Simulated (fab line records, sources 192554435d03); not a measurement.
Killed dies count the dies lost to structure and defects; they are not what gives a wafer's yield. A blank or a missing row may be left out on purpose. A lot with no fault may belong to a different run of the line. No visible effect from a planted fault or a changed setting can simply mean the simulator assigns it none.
Which tool was responsible? | flow n5Finfet | 23 lots with 69 wafers sampled at 3 steps, on a route of 1938 steps

WHAT EACH GAUGE READ, for each wafer
N5_BEOL_M0_SAQP_INSPECT_42: inspects for defects (brightfield).
lot  | measured     | on               | rawDefectCount
L074 | day 5 15:07  | defectInspect-01 | 318 280 277
L075 | day 5 19:55  | defectInspect-02 | 274 255 269
L077 | day 6 11:26  | defectInspect-01 | 214 321 196
L078 | day 6 20:27  | defectInspect-02 | 231 510 306
L079 | day 6 23:17  | defectInspect-01 | 252 246 330
L080 | day 7 10:19  | defectInspect-02 | 404 409 314
L081 | day 7 12:07  | defectInspect-01 | 405 326 247
L082 | day 7 16:49  | defectInspect-02 | 221 225 245
L083 | day 8 00:59  | defectInspect-01 | 241 400 334
L084 | day 8 05:21  | defectInspect-01 | 341 220 265
L085 | day 8 11:35  | defectInspect-02 | 217 226 314
L087 | day 8 23:01  | defectInspect-01 | 283 241 227
L086 | day 8 23:32  | defectInspect-01 | 340 292 407
L088 | day 9 04:15  | defectInspect-01 | 190 237 267
L089 | day 9 10:06  | defectInspect-02 | 380 471 464
L090 | day 9 12:52  | defectInspect-01 | 245 350 212
L091 | day 9 21:15  | defectInspect-02 | 246 247 392
L092 | day 10 08:54 | defectInspect-01 | 357 320 250
L093 | day 10 09:38 | defectInspect-02 | 328 287 226
L094 | day 10 13:26 | defectInspect-02 | 339 290 535
L095 | day 10 20:11 | defectInspect-02 | 190 191 221
L096 | day 11 06:12 | defectInspect-01 | 503 260 517
L097 | day 11 09:11 | defectInspect-01 | 330 328 460

TOOL THAT RAN EACH LOT (tool first, then ch and the chambers of the sampled wafers, then the start)
lot  | N5_BEOL_M0_SAQP_ETCH_106          | N5_BEOL_M0_SAQP_SPACER2_ALD_26
L074 | rieDiel-03 ch 1,3, day 5 13:28    | aldSin-04 ch 0,2,3, day 5 13:54
L075 | rieDiel-02 ch 0,3, day 5 18:21    | aldSin-01 ch 0,1,3, day 5 18:39
L077 | rieDiel-03 ch 0,3, day 6 09:53    | aldSin-02 ch 0,2, day 6 10:11
L078 | rieDiel-06 ch 0,2, day 6 18:51    | aldSin-01 ch 0,1,3, day 6 19:09
L079 | rieDiel-03 ch 2,3, day 6 21:50    | aldSin-04 ch 1,3, day 6 22:08
L080 | rieDiel-03 ch 0,1,2, day 7 08:47  | aldSin-04 ch 0,1,2, day 7 09:10
L081 | rieDiel-02 ch 1,2,3, day 7 10:18  | aldSin-02 ch 0,2,3, day 7 10:37
L082 | rieDiel-06 ch 0,3, day 7 15:19    | aldSin-04 ch 1,2,3, day 7 15:40
L083 | rieDiel-06 ch 1,2,3, day 7 23:33  | aldSin-01 ch 0,2, day 7 23:51
L084 | rieDiel-03 ch 0,1,2, day 8 03:55  | aldSin-04 ch 0,1, day 8 04:13
L085 | rieDiel-03 ch 1,2, day 8 10:05    | aldSin-02 ch 0,1,3, day 8 10:25
L087 | rieDiel-06 ch 0,1,2, day 8 19:51  | aldSin-02 ch 0,1,3, day 8 21:52
L086 | rieDiel-02 ch 1,2, day 8 20:44    | aldSin-02 ch 1,2, day 8 22:23
L088 | rieDiel-02 ch 1,2,3, day 9 02:49  | aldSin-04 ch 1,2, day 9 03:07
L089 | rieDiel-03 ch 0,1,3, day 9 08:34  | aldSin-02 ch 1,2, day 9 08:58
L090 | rieDiel-02 ch 1,2, day 9 11:17    | aldSin-02 ch 0,1,2, day 9 11:36
L091 | rieDiel-06 ch 2,3, day 9 19:41    | aldSin-02 ch 0,2, day 9 19:59
L092 | rieDiel-02 ch 0,1, day 10 07:12   | aldSin-02 ch 1,3, day 10 07:31
L093 | rieDiel-06 ch 0,1,3, day 10 08:02 | aldSin-01 ch 0,3, day 10 08:20
L094 | rieDiel-03 ch 1,2,3, day 10 11:52 | aldSin-02 ch 0,1,2, day 10 12:10
L095 | rieDiel-02 ch 1,3, day 10 18:28   | aldSin-02 ch 0,1, day 10 18:55
L096 | rieDiel-03 ch 0,1,2, day 11 04:33 | aldSin-01 ch 1,2, day 11 05:02
L097 | rieDiel-03 ch 0,1, day 11 07:44   | aldSin-01 ch 0,2,3, day 11 08:02
- N5_BEOL_M0_SAQP_ETCH_106: etches SOC in N2/H2, stops on SiNx, target depth 150 nm.
- N5_BEOL_M0_SAQP_SPACER2_ALD_26: deposits SiO2, target thk 15 nm, pulse time 1 s, purge time 2 s.

WHAT THE TOOLS THEMSELVES READ (means of the sampled wafers that have a number; where no wafer has one, the mark that the record gives instead)
N5_BEOL_M0_SAQP_ETCH_106.
lot  | tool       | drypumpMotorCurrentA (A) | oesProductAu (a.u.) | rfVppV (V) | showerheadPlenumPTorr (Torr) | throttleValvePct (%)
L074 | rieDiel-03 | 5.2                      | 0.76                | 240.2      | 2.50                         | 17.96
L075 | rieDiel-02 | 5.3                      | 0.77                | 241.8      | 2.55                         | 18.05
L077 | rieDiel-03 | 5.5                      | 0.71                | 240.2      | 2.48                         | 17.98
L078 | rieDiel-06 | 5.2                      | 0.69                | 241.3      | 2.59                         | 17.82
L079 | rieDiel-03 | 5.7                      | 0.72                | 239.6      | 2.46                         | 17.78
L080 | rieDiel-03 | 5.8                      | 0.79                | 238.0      | 2.44                         | 17.65
L081 | rieDiel-02 | 5.9                      | 0.76                | 239.9      | 2.51                         | 17.94
L082 | rieDiel-06 | 5.4                      | 0.67                | 240.2      | 2.54                         | 17.96
L083 | rieDiel-06 | 6.1                      | 0.79                | 240.9      | 2.51                         | 17.77
L084 | rieDiel-03 | 5.9                      | 0.78                | 239.6      | 2.44                         | 17.67
L085 | rieDiel-03 | 5.5                      | 0.81                | 240.0      | 2.45                         | 17.66
L087 | rieDiel-06 | 5.7                      | 0.88                | 241.0      | 2.58                         | 17.60
L086 | rieDiel-02 | 6.0                      | 0.82                | 240.6      | 2.53                         | 17.81
L088 | rieDiel-02 | 5.9                      | 0.85                | 239.7      | 2.51                         | 17.80
L089 | rieDiel-03 | 5.6                      | 0.84                | 239.7      | 2.46                         | 17.70
L090 | rieDiel-02 | 6.1                      | 0.87                | 240.1      | 2.50                         | 17.71
L091 | rieDiel-06 | 5.7                      | 0.70                | 240.8      | 2.49                         | 17.84
L092 | rieDiel-02 | 5.4                      | 0.85                | 241.1      | 2.57                         | 17.83
L093 | rieDiel-06 | 5.9                      | 0.84                | 240.1      | 2.52                         | 17.72
L094 | rieDiel-03 | 5.4                      | 0.83                | 238.9      | 2.46                         | 17.68
L095 | rieDiel-02 | 5.8                      | 0.77                | 241.2      | 2.53                         | 17.95
L096 | rieDiel-03 | 5.8                      | 0.76                | 239.7      | 2.43                         | 17.71
L097 | rieDiel-03 | 5.9                      | 0.76                | 238.7      | 2.43                         | 17.75

N5_BEOL_M0_SAQP_SPACER2_ALD_26.
lot  | tool      | heaterPowerW (W) | precursorPulseHeightRel | susceptorTempC (C)
L074 | aldSin-04 | 458              | 0.996                   | 300.04
L075 | aldSin-01 | 476              | 1.005                   | 300.04
L077 | aldSin-02 | 472              | 1.017                   | 299.78
L078 | aldSin-01 | 484              | 0.991                   | 300.00
L079 | aldSin-04 | 511              | 0.998                   | 300.02
L080 | aldSin-04 | 458              | 1.003                   | 299.91
L081 | aldSin-02 | 477              | 1.023                   | 299.86
L082 | aldSin-04 | 500              | 1.029                   | 300.09
L083 | aldSin-01 | 497              | 1.012                   | 299.76
L084 | aldSin-04 | 476              | 0.991                   | 299.90
L085 | aldSin-02 | 478              | 1.010                   | 299.98
L087 | aldSin-02 | 479              | 0.987                   | 300.05
L086 | aldSin-02 | 457              | 1.014                   | 299.84
L088 | aldSin-04 | 470              | 1.026                   | 300.03
L089 | aldSin-02 | 465              | 1.000                   | 300.08
L090 | aldSin-02 | 460              | 0.998                   | 300.11
L091 | aldSin-02 | 468              | 0.996                   | 300.04
L092 | aldSin-02 | 461              | 1.007                   | 299.93
L093 | aldSin-01 | 509              | 1.014                   | 300.04
L094 | aldSin-02 | 465              | 0.998                   | 300.06
L095 | aldSin-02 | 465              | 0.997                   | 300.14
L096 | aldSin-01 | 447              | 0.997                   | 300.02
L097 | aldSin-01 | 486              | 1.003                   | 299.97

THE ANSWER, worked out from the rows above alone
Rule: the usual values come from the lots themselves. Put in order of their means at a reading, lots are off if they are a third of the lots or fewer, leave a main group of 4 or more, and stand apart from it by a gap of 3 or more times the standard deviation of the main group's means; of several such gaps the widest counts. If all means in a main group match to the digits the tables above print for the reading, that group is not used. A lot without any number at a reading at which 4 lots or more have one is off too. The other lots that the step has rows for count as sound. First the gauges in route order, then the tools' own readings, where a lot's mean is used as printed above. The first step at which some lot is off is used, and at that step the reading that is off furthest; a lot without a number counts as furthest.
None of the lots is off at any reading shown; this tells nothing.

WHAT WAS PUT IN BY THE SIMULATOR
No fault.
